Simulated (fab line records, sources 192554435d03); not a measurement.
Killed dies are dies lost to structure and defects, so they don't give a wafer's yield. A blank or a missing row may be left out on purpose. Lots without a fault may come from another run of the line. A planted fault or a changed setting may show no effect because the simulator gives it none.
Which tool did it? | flow n5_finfet | 15 lots, 45 wafers sampled, at 4 steps of a route of 1938

WHAT THE GAUGES READ, wafer by wafer
The record holds no reading of a measuring or inspecting step that can be judged against a usual standard deviation.

WHICH TOOL RAN EACH LOT (tool, then ch and the chambers of the sampled wafers, then the start)
lot  | N5_BEOL_M15_DEP_53              | N5_MIM_TOP_ALD_02                           | N5_MIM_BOT_ETCH_ETCH_00           | N5_PASSIVATION_PEB_08
L138 | pecvd-04 ch 1,2, day 11 18:47   | ald_hk-01 ch 0,2, day 11 23:35 or earlier   | rie_metal-01 ch 0,1, day 11 23:35 | litho_track-03 ch 0, day 12 01:32
L139 | pecvd-04 ch 0,1, day 11 21:31   | ald_hk-01 ch 0,1,2, day 12 02:15 or earlier | rie_metal-01 ch 0,1, day 12 02:15 | litho_track-03, day 12 03:28
L141 | pecvd-01 ch 1,2, day 11 23:38   | ald_hk-02 ch 0,1, day 12 05:08 or earlier   | rie_metal-02 ch 0,1, day 12 05:08 | litho_track-05, day 12 07:33
L140 | pecvd-01 ch 0,1,2, day 12 04:17 | ald_hk-01 ch 1,2,3, day 12 09:05 or earlier | rie_metal-03 ch 0,1, day 12 09:05 | litho_track-02, day 12 11:06
L146 | pecvd-01 ch 0,1, day 13 21:13   | ald_hk-03 ch 2,3, day 14 02:14 or earlier   | rie_metal-02 ch 0,1, day 14 02:14 | litho_track-05 ch 0, day 14 03:10
L145 | pecvd-03 ch 0,1, day 14 01:26   | ald_hk-01 ch 1,2,3, day 14 07:59 or earlier | rie_metal-03 ch 0,1, day 14 07:59 | litho_track-03 ch 0, day 14 10:08
L150 | pecvd-03 ch 1,2, day 14 04:53   | ald_hk-01 ch 0,2,3, day 14 09:02 or earlier | rie_metal-03 ch 1, day 14 09:02   | litho_track-03 ch 0, day 14 10:18
L147 | pecvd-04 ch 0,1, day 14 05:03   | ald_hk-02 ch 0,2,3, day 14 12:20 or earlier | rie_metal-01 ch 0,1, day 14 12:20 | litho_track-05 ch 0, day 14 16:37
L148 | pecvd-01 ch 1,2, day 14 05:57   | ald_hk-01 ch 0,1,2, day 14 13:30 or earlier | rie_metal-03 ch 0,1, day 14 13:30 | litho_track-03 ch 0, day 14 16:35
L149 | pecvd-04 ch 0,1,2, day 14 17:54 | ald_hk-01 ch 0,1,2, day 14 23:44 or earlier | rie_metal-01 ch 0,1, day 14 23:44 | litho_track-05 ch 0, day 15 00:55
L152 | pecvd-03 ch 0,2, day 15 18:06   | ald_hk-03 ch 0,3, day 16 00:14 or earlier   | rie_metal-02 ch 0,1, day 16 00:14 | litho_track-02 ch 0, day 16 01:13
L155 | pecvd-01 ch 1,2, day 15 23:22   | ald_hk-03 ch 0,1,2, day 16 04:23 or earlier | rie_metal-01 ch 0, day 16 04:23   | litho_track-02 ch 0, day 16 05:58
L156 | pecvd-03 ch 0,1, day 16 11:07   | ald_hk-03 ch 0,2, day 16 16:48 or earlier   | rie_metal-02 ch 0,1, day 16 16:48 | litho_track-02 ch 0, day 16 20:05
L158 | pecvd-01 ch 0,2, day 16 17:06   | ald_hk-03 ch 1,3, day 16 23:26 or earlier   | rie_metal-02 ch 0,1, day 16 23:26 | litho_track-05 ch 0, day 17 00:39
L157 | pecvd-03 ch 0,1, day 16 18:28   | ald_hk-01 ch 0,1, day 16 23:36 or earlier   | rie_metal-01 ch 0,1, day 16 23:36 | litho_track-02 ch 0, day 17 00:41
- N5_BEOL_M15_DEP_53: deposits SiCN from 3MS/NH3, target thk 50 nm, time 17.8 s.
- N5_MIM_TOP_ALD_02: deposits Al2O3, purge time 3 s, co reactant pulse time 3 s.
- N5_MIM_BOT_ETCH_ETCH_00: etches TiN in Cl2/BCl3, target depth 45.5 nm.
- N5_PASSIVATION_PEB_08

WHAT THE TOOLS THEMSELVES READ (means of the sampled wafers that have a number; where no wafer has one, the mark that the record gives instead)
N5_BEOL_M15_DEP_53.
lot  | tool     | showerhead_plenum_p_Torr (Torr) | throttle_valve_pct (%)
L138 | pecvd-04 | 4.146                           | 18.1
L139 | pecvd-04 | 4.156                           | 18.6
L141 | pecvd-01 | 4.159                           | 18.0
L140 | pecvd-01 | 4.149                           | 18.9
L146 | pecvd-01 | 4.144                           | 19.5
L145 | pecvd-03 | 4.174                           | 18.3
L150 | pecvd-03 | 4.157                           | 18.1
L147 | pecvd-04 | 4.145                           | 18.8
L148 | pecvd-01 | 4.153                           | 18.6
L149 | pecvd-04 | 4.154                           | 18.3
L152 | pecvd-03 | 4.153                           | 18.4
L155 | pecvd-01 | 4.151                           | 18.5
L156 | pecvd-03 | 4.177                           | 18.4
L158 | pecvd-01 | 4.156                           | 19.6
L157 | pecvd-03 | 4.170                           | 18.2

N5_MIM_TOP_ALD_02.
lot  | tool      | precursor_pulse_height_rel
L138 | ald_hk-01 | 1.005
L139 | ald_hk-01 | 0.991
L141 | ald_hk-02 | 0.992
L140 | ald_hk-01 | 0.989
L146 | ald_hk-03 | 0.995
L145 | ald_hk-01 | 1.007
L150 | ald_hk-01 | 0.990
L147 | ald_hk-02 | 1.015
L148 | ald_hk-01 | 0.983
L149 | ald_hk-01 | 0.988
L152 | ald_hk-03 | 1.012
L155 | ald_hk-03 | 1.001
L156 | ald_hk-03 | 1.017
L158 | ald_hk-03 | 0.993
L157 | ald_hk-01 | 0.993

N5_MIM_BOT_ETCH_ETCH_00.
lot  | tool         | drypump_motor_current_A (A) | oes_product_au (a.u.) | throttle_valve_pct (%)
L138 | rie_metal-01 | 5.8                         | 0.80                  | 22.00
L139 | rie_metal-01 | 5.6                         | 0.82                  | 21.92
L141 | rie_metal-02 | 5.3                         | 0.70                  | 22.03
L140 | rie_metal-03 | 5.5                         | 0.81                  | 21.61
L146 | rie_metal-02 | 5.3                         | 0.70                  | 22.02
L145 | rie_metal-03 | 5.7                         | 0.78                  | 21.77
L150 | rie_metal-03 | 5.9                         | 0.75                  | 21.94
L147 | rie_metal-01 | 5.6                         | 0.81                  | 21.90
L148 | rie_metal-03 | 5.5                         | 0.80                  | 21.62
L149 | rie_metal-01 | 5.8                         | 0.78                  | 22.03
L152 | rie_metal-02 | 5.7                         | 0.86                  | 21.99
L155 | rie_metal-01 | 5.3                         | 0.82                  | 21.80
L156 | rie_metal-02 | 5.7                         | 0.85                  | 22.00
L158 | rie_metal-02 | 5.3                         | 0.89                  | 21.90
L157 | rie_metal-01 | 5.6                         | 0.78                  | 21.92

N5_PASSIVATION_PEB_08.
lot  | tool           | exhaust_pa (Pa)
L138 | litho_track-03 | 44.7
L139 | litho_track-03 | -
L141 | litho_track-05 | -
L140 | litho_track-02 | -
L146 | litho_track-05 | 44.7
L145 | litho_track-03 | 45.9
L150 | litho_track-03 | 44.8
L147 | litho_track-05 | 46.1
L148 | litho_track-03 | 44.8
L149 | litho_track-05 | 45.8
L152 | litho_track-02 | 45.4
L155 | litho_track-02 | 45.6
L156 | litho_track-02 | 45.4
L158 | litho_track-05 | 45.1
L157 | litho_track-02 | 45.9

THE ANSWER, worked out from the rows above alone
Rule: what is usual is taken from the lots themselves. Put in order of their means at a reading, lots are off if they are a third of the lots or fewer, leave a main group of 4 or more, and stand apart from it by a gap of 3 or more times the standard deviation of the main group's means; of several such gaps the widest counts. A main group whose means are all the same, to the digits that the tables above print for the reading, isn't used. A lot without any number at a reading at which 4 lots or more have one is off too. The other lots that the step has rows for count as sound. The gauges are gone through in route order, then the tools' own readings, and for those a lot's mean is taken as printed above. The first step at which some lot is off is used, and at that step the reading that is off furthest; a lot without a number counts as furthest.
Off: L139, L141, L140, at N5_PASSIVATION_PEB_08 (exhaust_pa). Without a number there: L139, L141, L140. The main group: mean 45.4 Pa, standard deviation 0.5.
A tool fits if, at that step or a process step before it, it ran every lot that is off, and no sound lot after the first of them. N5_MIM_TOP_ALD_02 gives no start for some lots, so the hours and the order of its lots are those of N5_MIM_BOT_ETCH_ETCH_00. None of those tried fits.

WHAT THE SIMULATOR HAD PUT IN
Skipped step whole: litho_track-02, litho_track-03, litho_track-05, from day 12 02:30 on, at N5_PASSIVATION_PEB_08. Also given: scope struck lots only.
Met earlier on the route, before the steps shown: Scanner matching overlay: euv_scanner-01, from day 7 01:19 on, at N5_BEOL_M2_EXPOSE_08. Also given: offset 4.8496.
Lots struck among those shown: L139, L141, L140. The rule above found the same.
